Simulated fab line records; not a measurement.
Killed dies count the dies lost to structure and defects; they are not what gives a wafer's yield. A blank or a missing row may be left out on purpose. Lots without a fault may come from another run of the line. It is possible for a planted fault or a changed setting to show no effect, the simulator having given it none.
Comparing a struck lot with a sound one    flow n5 finfet    14 out of 1938 route steps
Sound: these wafers, L383.1, L383.2, L383.6. Struck: wafer L395.3 (left out: L395.2, a lot-mate that was not struck); the cause follows at the end.
Each step with rows lists, per side, the tool, then ch with its chambers, then its first start. Under that, the readings that differ: sound wafers    struck wafers    difference of the means    sigmas: that difference in standard deviations of wafers without a fault.
alike: same words and numbers on both sides, and readings whose means sit less than 2 such deviations apart. not compared: any withheld reading, any reading some wafer has no value for, any bound like >300 that may hide the same value, and any number with overlapping values for which the record gives no deviation.
A row with sigmas, a row that says differs or no value, or rows on one side alone: a step with any of these is where the two part. Non-overlapping numbers with no deviation appear without sigmas and do not part them. A reading missing from all wafers of one side parts the sides only when that side holds two or more wafers.

N5_BEOL_M0_SPUTTER_132: material Cu, target thk 4 nm, time 7.37 s.
  sound: pvd sputter-02 at day 5 23:58; struck: pvd sputter-02 at day 9 08:12
  alike: chamber pressure pa, throttle valve pct
N5_BEOL_M0_ANNEAL_133: time 60 s.
  sound: pvd sputter-02 at day 6 00:03; struck: pvd sputter-02 at day 9 08:17
  alike: heater power w
then, 1 step without rows for these wafers: N5_BEOL_M0_SPUTTER_134 (material Cu, target thk 4 nm, time 7.37 s).
N5_BEOL_M0_ANNEAL_135: time 60 s.
  sound: pvd sputter-02 at day 6 00:10; struck: pvd sputter-02 at day 9 08:24
  alike: heater power w
then, 2 steps without rows for these wafers: N5_BEOL_M0_SPUTTER_141 (material Cu, target thk 4 nm, time 7.37 s); N5_BEOL_M0_ECD_118 (material Cu, target thk 300 nm).
N5_BEOL_M0_ANNEAL_119: time 90 s.
  sound on rtp anneal-01 ch 0, day 6 00:29; struck on rtp anneal-01 ch 0, day 9 08:55
  alike: wafer_temp_C_max
then, 2 steps without rows for these wafers: N5_BEOL_M0_CMP_120 (polishes, stops on SiOC, t overpolish 6.9 s); N5_BEOL_M0_PRE_CLEAN_131 (time 15 s).
N5_BEOL_M0_CO_CAP_123: material Co, precursor CCTBA/H2, target thk 2 nm, time 102.1 s.
  sound on cvd co-01 ch 0,2, day 6 01:10; struck on cvd co-02 ch 2, day 9 09:32
  alike: heater power w
then, 1 step without rows for these wafers: N5_BEOL_M0_PRE_CLEAN_124 (time 15 s).
N5_BEOL_M0_DEP_125: deposits SiCN from 3MS/NH3, target thk 8 nm, time 14 s.
  sound on pecvd-01 ch 0,1, day 6 01:17; struck on pecvd-03 ch 2, day 9 09:39
  alike: showerhead plenum p Torr, throttle valve pct
  not compared: model.SiCN_of_BEOL_M0_DEP_125.thk nm
N5_BEOL_M0_RS_MEAS_126: a four-point-probe measurement.
  sound: film metro-02 at day 6 01:20; struck: film metro-02 at day 9 09:43
  alike: M0_RS
N5_BEOL_M4_RC_MEAS_101:
  sound on prober-02 ch 0, day 7 17:55; struck on prober-02 ch 0, day 11 09:32
  alike: DIBL_N, DIBL_P, IOFF_N, IOFF_P, ION_N, ION_P, SS_N, SS_P, VT_N, VT_P

== WHERE THEY PART ==
Nowhere in this record.

WHY: what had been put in by the simulator
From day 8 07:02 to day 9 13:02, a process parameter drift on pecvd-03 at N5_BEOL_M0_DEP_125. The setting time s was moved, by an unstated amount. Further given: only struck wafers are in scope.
